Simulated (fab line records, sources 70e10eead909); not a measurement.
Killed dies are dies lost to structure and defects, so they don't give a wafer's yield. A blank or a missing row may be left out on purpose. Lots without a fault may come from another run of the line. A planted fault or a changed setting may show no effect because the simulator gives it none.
A struck lot beside a sound one | flow nand_harc | 14 steps out of a route of 1159
Sound: wafers L533.2, L533.3, L533.5. Struck: wafers L548.1, L548.2, L548.6. The cause comes at the end.
At each step with rows: each side's tool, then ch and its chambers, then its first start. Under that, the readings that differ: sound wafers | struck wafers | difference of the means | sigmas: that difference in standard deviations of wafers without a fault.
alike: readings whose means differ by less than 2 such deviations, and words and numbers that are the same on both sides. not compared: withheld readings, readings that some wafer has no value for, bounds like >300 that may hide the same value, and numbers for which the record gives no deviation and whose values overlap.
The two part at a step that has a row with sigmas, a row that says differs or no value, or rows on one side only. Numbers that don't overlap but have no deviation are shown without sigmas and don't part them. A reading that every wafer of one side lacks parts them only if that side has two wafers or more.

first, 7 steps without rows for these wafers: NHARC_A_M1_COAT_34 (time 65 s); NHARC_A_M1_COAT_03 (resist thk 90 nm); NHARC_A_M1_SOFTBAKE_04 (time 55 s); NHARC_A_M1_EBR_05; NHARC_A_M1_EXPOSE_06 (exposes mask A M1, target cd 120 nm); NHARC_A_M1_PEB_07 (peb time 65 s); NHARC_A_M1_DEVELOP_08 (develop time 35 s).
NHARC_A_M1_CD_MEAS_09: target cd 120 nm.
  sound on cd_sem-01 ch 0, day 18 21:08; struck on cd_sem-01 ch 0, day 23 08:07
  alike: cd_nm
NHARC_A_M1_OVL_MEAS_10: pitch 240 nm.
  sound on overlay-01, day 18 21:13; struck on overlay-02, day 23 08:12
  alike: overlay_x_nm, overlay_y_nm
NHARC_A_M1_INSPECT_11:
  sound on defect_inspect-01, day 18 21:16; struck on defect_inspect-01, day 23 08:14
  alike: raw_defect_count
NHARC_A_M1_DESCUM_14: chemistry O2, time 3 s.
  sound on rie_diel-07 ch 2,3, day 18 21:20; struck on rie_diel-07 ch 0,1,2, day 23 08:18
  reading      | sound          | struck         | difference | sigmas
  rf_vpp_V (V) | 56.5 57.2 55.7 | 57.3 58.8 59.3 | +2.0       | +2
  alike: drypump_motor_current_A, oes_product_au, showerhead_plenum_p_Torr, throttle_valve_pct
  not compared: rf_hours_counter_h
NHARC_A_M1_ETCH_35: etches the open film in N2/H2, target depth 40 nm, overetch 12 nm, time 43.94 s.
  sound on rie_diel-07 ch 0,1, day 18 21:24; struck on rie_diel-07 ch 0,1,2, day 23 08:23
  alike: bias_w, chamber_pressure_mTorr, drypump_motor_current_A, oes_product_au, rf_fwd_power_W, rf_vpp_V, showerhead_plenum_p_Torr, throttle_valve_pct
  not compared: rf_hours_counter_h
NHARC_A_M1_ETCH_15: etches the open film in C4F8/Ar, target depth 182.5 nm, time 91.2 s.
  sound on rie_diel-07 ch 0,2,3, day 18 21:30; struck on rie_diel-07 ch 1,2,3, day 23 08:55
  no value came back on the struck wafers for any of 6 readings (bias_w (W), chamber_pressure_mTorr (mTorr) and others); on the sound wafers bias_w (W) reads 300.6 299.0 299.4
  not compared: rf_hours_counter_h
NHARC_A_M1_CD_MEAS_16:
  sound on cd_sem-02, day 18 21:38; struck on cd_sem-02, day 23 09:03
  alike: cd_nm

WHERE THEY PART
First at NHARC_A_M1_DESCUM_14; last, within this record, at NHARC_A_M1_ETCH_15. Later steps at which nothing parts them and some readings are alike: NHARC_A_M1_CD_MEAS_16.

WHY: what the simulator had put in
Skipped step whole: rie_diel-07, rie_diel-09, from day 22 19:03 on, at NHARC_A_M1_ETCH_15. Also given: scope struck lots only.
